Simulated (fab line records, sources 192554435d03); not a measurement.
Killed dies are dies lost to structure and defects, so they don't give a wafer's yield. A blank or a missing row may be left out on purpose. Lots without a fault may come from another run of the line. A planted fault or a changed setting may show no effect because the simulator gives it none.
Split-lot experiment | flow n5_finfet | 7 lots, 21 wafers read, on a route of 1938 steps

THE SPLIT
At N5_BEOL_M2_DESCUM_16 (chemistry O2, time 7 s), the setting time_s was moved away from the recipe's 7 s on 9 of the 21 wafers read, by -22.0% to -7.5%. The other wafers ran this setting at the recipe's value.

The reading is taken at the split's own step.

THE READING
CAR-EUV_of_BEOL_M2_COAT_05.thk_nm (the simulator's own value, which no gauge read), in nm, at N5_BEOL_M2_DESCUM_16 (chemistry O2, time 7 s). The file gives no usual value for it. The 12 wafers here that ran the recipe average 26.1 nm, standard deviation 0.094 nm.

wafer  | tool, chamber at the split | time_s as run, s | against the recipe | CAR-EUV_of_BEOL_M2_COAT_05.thk_nm, nm | against lot-mates on the recipe
L086.1 | rie_diel-06, 3,0           | 5.504            | -21.4%             | 26.8                                  | +0.6
L086.2 | rie_diel-06, 3,0           | 5.504            | -21.4%             | 26.8                                  | +0.6
L086.3 | rie_diel-06, 2             | 7                | recipe             | 26.2                                  | -
L088.1 | rie_diel-01, 1             | 7                | recipe             | 26                                    | -
L088.2 | rie_diel-01, 3             | 7                | recipe             | 26.2                                  | -
L088.3 | rie_diel-01, 0             | 6.381            | -8.8%              | 26.2                                  | +0.1
L089.2 | rie_diel-03, 3             | 6.472            | -7.5%              | 26.4                                  | +0.3
L089.4 | rie_diel-03, 1             | 7                | recipe             | 26                                    | -
L089.5 | rie_diel-03, 2             | 7                | recipe             | 26.2                                  | -
L090.1 | rie_diel-03, 3             | 5.457            | -22.0%             | 26.8                                  | +0.6
L090.3 | rie_diel-03, 1             | 7                | recipe             | 26.2                                  | -
L090.5 | rie_diel-03, 1             | 5.457            | -22.0%             | 27                                    | +0.8
L092.1 | rie_diel-01, 3,1,2         | 7                | recipe             | 26                                    | -
L092.2 | rie_diel-01, 3,1,2         | 7                | recipe             | 26                                    | -
L092.5 | rie_diel-01, 3,1,2         | 7                | recipe             | 26                                    | -
L093.2 | rie_diel-06, 3             | 7                | recipe             | 26                                    | -
L093.4 | rie_diel-06, 2,0           | 5.929            | -15.3%             | 26.6                                  | +0.6
L093.5 | rie_diel-06, 2,0           | 5.929            | -15.3%             | 26.6                                  | +0.6
L097.1 | rie_diel-06, 1,0           | 7                | recipe             | 26                                    | -
L097.3 | rie_diel-06, 1,0           | 7                | recipe             | 26                                    | -
L097.4 | rie_diel-06, 2             | 6.325            | -9.6%              | 26.2                                  | +0.2
Where a row lists several chambers, the file gives one row for several wafers and doesn't say which wafer went through which chamber.

THE FIT
A straight line over all 21 wafers: CAR-EUV_of_BEOL_M2_COAT_05.thk_nm changes by -0.0353 nm for each +1% of time_s; r = -0.95; the points scatter about the line by 0.11 nm.
The same after taking each lot's own level away (the mean of its wafers on the recipe; 21 wafers): -0.0311 nm for each +1%; r = -0.96; scatter 0.087 nm.
On that fit, the largest move of time_s shifts the reading by 0.69 nm.
The lots' own levels span 26.00 to 26.20 nm, that is 2.1 times the standard deviation above.
So the lot-to-lot level changes the slope: the two fits differ.
Check: with one of the wafers moved furthest among these (-22.0%) left out of the fit, the line predicts +0.703 nm for it against its lot-mates. It came out at +0.6 nm against them.

OTHER SPLITS ON THESE WAFERS
These wafers also went through other splits before the reading. Each is held against what the fit with the lots' levels taken away leaves over:
other split on the same wafers            | wafers away from the commonest value | r with CAR-EUV_of_BEOL_M2_COAT_05.thk_nm (lot level and that fit taken away)
N5_GATE_CUT_ETCH_36 cf4_flow_sccm         | 5                                    | +0.10
N5_MOL_CONTACT_COAG_EXPOSE_37 dose_mj     | 8                                    | -0.18
N5_MOL_CONTACT_COAG_ALD_133 ald_cycles    | 5                                    | +0.16
N5_BEOL_M0_SAQP_SPACER1_ALD_98 ald_cycles | 7                                    | +0.00
N5_BEOL_M1_TRENCH_ETCH_37 time_s          | 6                                    | +0.56

THE FILE'S OWN FIT
CAR-EUV_of_BEOL_M2_COAT_05.thk_nm changes by -0.0303 nm for each +1% of time_s, r = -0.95.
